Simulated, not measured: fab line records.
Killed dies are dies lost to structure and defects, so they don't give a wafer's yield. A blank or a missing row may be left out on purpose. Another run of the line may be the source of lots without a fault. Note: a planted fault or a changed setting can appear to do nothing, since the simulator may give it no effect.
Split-lot experiment	flow n5-finfet	route with 1938 steps; 7 lots, 39 wafers read

## SPLIT DETAILS
At N5_BEOL_M6_ETCH_62 (etches SOC in N2/H2, target depth 110 nm, overetch 22 nm, time 165 s), the setting target-depth-a was moved away from the recipe's 1100 angstrom on 6 of the 39 wafers read, by -59.5% to +41.6%. All remaining wafers had this setting at the recipe value.

Reading taken at the split's own step.

## THE READING
SiARC_of_BEOL_M6_COAT_60.thk-nm (the simulator's own value, which no gauge read), in nm, at N5_BEOL_M6_ETCH_62 (etches SOC in N2/H2, target depth 110 nm, overetch 22 nm, time 165 s). There is no usual value for it anywhere in the file. Across the 33 wafers here that went through the recipe, the average is 28.3 nm and the standard deviation 0.15 nm.

wafer	tool, chamber at the split	target-depth-a as run, angstrom	against the recipe	SiARC_of_BEOL_M6_COAT_60.thk-nm, nm	against lot-mates on the recipe
L077.1	rie-diel-05, 2,1,0,3,1,2	1100	recipe	28.4	-
L077.2	rie-diel-05, 2,1,0,3,1,2	1100	recipe	28.4	-
L077.3	rie-diel-05, 2,1,0,3,1,2	1100	recipe	28.4	-
L077.4	rie-diel-05, 2,1,0,3,1,2	1100	recipe	28.4	-
L077.5	rie-diel-05, 2,1,0,3,1,2	1100	recipe	28.4	-
L077.6	rie-diel-05, 2,1,0,3,1,2	1100	recipe	28.4	-
L079.1	rie-diel-06, 2,3,1	1100	recipe	28.2	-
L079.3	rie-diel-06, 2,3,1	1100	recipe	28.2	-
L079.4	rie-diel-06, 2,3,1	1100	recipe	28.2	-
L079.2	rie-diel-06, 0	1100	recipe	28	-
L079.5	rie-diel-06, 1,2	1100	recipe	28.4	-
L079.6	rie-diel-06, 1,2	1100	recipe	28.4	-
L081.3	rie-diel-05, 0,3	1100	recipe	28.2	-
L081.5	rie-diel-05, 0,3	1100	recipe	28.2	-
L081.4	rie-diel-05, 3	1100	recipe	28	-
L086.1	rie-diel-01, 3	1100	recipe	28.2	-
L086.6	rie-diel-01, 3	1100	recipe	28.2	-
L086.2	rie-diel-01, 1,2	445.4	-59.5%	31.6	+3.3
L086.5	rie-diel-01, 1,2	445.4	-59.5%	31.6	+3.3
L086.3	rie-diel-01, 2	1100	recipe	28.4	-
L086.4	rie-diel-01, 1	445.4	-59.5%	31.8	+3.5
L087.1	rie-diel-05, 3,2	1100	recipe	28	-
L087.6	rie-diel-05, 3,2	1100	recipe	28	-
L087.2	rie-diel-05, 2,3	1558	+41.6%	25.6	-2.5
L087.5	rie-diel-05, 2,3	1558	+41.6%	25.6	-2.5
L087.3	rie-diel-05, 1	1558	+41.6%	25.8	-2.3
L087.4	rie-diel-05, 0	1100	recipe	28.2	-
L088.1	rie-diel-05, 3,2,1	1100	recipe	28.4	-
L088.2	rie-diel-05, 3,2,1	1100	recipe	28.4	-
L088.5	rie-diel-05, 3,2,1	1100	recipe	28.4	-
L088.3	rie-diel-05, 1,0,0	1100	recipe	28.2	-
L088.4	rie-diel-05, 1,0,0	1100	recipe	28.2	-
L088.6	rie-diel-05, 1,0,0	1100	recipe	28.2	-
L095.1	rie-diel-06, 1	1100	recipe	28.6	-
L095.2	rie-diel-06, 0,3,1	1100	recipe	28.4	-
L095.5	rie-diel-06, 0,3,1	1100	recipe	28.4	-
L095.6	rie-diel-06, 0,3,1	1100	recipe	28.4	-
L095.3	rie-diel-06, 3,0	1100	recipe	28.2	-
L095.4	rie-diel-06, 3,0	1100	recipe	28.2	-
When a row names more than one chamber, that row covers several wafers, and the file does not tell which wafer ran in which chamber.

FIT RESULTS
A straight line over all 39 wafers: SiARC_of_BEOL_M6_COAT_60.thk-nm changes by -0.0589 nm for each +1% of target-depth-a; r = -0.99; the points scatter about the line by 0.15 nm.
The same after taking each lot's own level away (the mean of its wafers on the recipe; 39 wafers): -0.0573 nm for each +1%; r = -1.00; scatter 0.11 nm.
On that fit, the largest move of target-depth-a shifts the reading by 3.4 nm.
From 28.07 to 28.40 nm: that is the span of the lots' own levels, equal to 2.3 times the standard deviation above.
Hence the lot-to-lot level has little effect on the slope; both slopes agree.
Check: +3.43 nm against its lot-mates is what the line predicts for one of the wafers moved furthest among these (-59.5%) when that wafer is left out of the fit. It came out at +3.33 nm against them.

## THESE WAFERS: OTHER SPLITS
Before the reading, these wafers also passed through other splits. Each is held against what the fit with the lots' levels taken away leaves over:
other split on the same wafers	wafers away from the commonest value	r with SiARC_of_BEOL_M6_COAT_60.thk-nm (lot level and that fit taken away)
N5_PMOS_HMC_CHANNEL_EPI_ETCH_38 target-depth-a	12	+0.05
N5_SD_EPI_N_ETCH_35 time-s	18	+0.27
N5_BEOL_M2_ETCH_70 time-s	12	-0.12

## THE WHOLE CHAIN: every reading that the file lists as answering this split, in the file's order
step	what it does	reading	change (the file's fit)	r (the file's)
N5_BEOL_M6_ETCH_62	etches SOC in N2/H2, target depth 110 nm, overetch 22 nm, time 165 s	SiARC_of_BEOL_M6_COAT_60.thk-nm (the simulator's own value, which no gauge read)	-0.0573 nm for each +1% of the setting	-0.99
N5_BEOL_M6_HM_OPEN_17	chemistry Cl2/BCl3, target TiN, target depth 20 nm, overetch 6 nm	etch.depth-nm (the simulator's own value, which no gauge read)	not straight: 20.03 at the lowest setting, 19.84 at the recipe, 14.12 at the highest	not given

## FILE'S OWN FIT
SiARC_of_BEOL_M6_COAT_60.thk-nm changes by -0.0573 nm for each +1% of target-depth-a, r = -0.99.
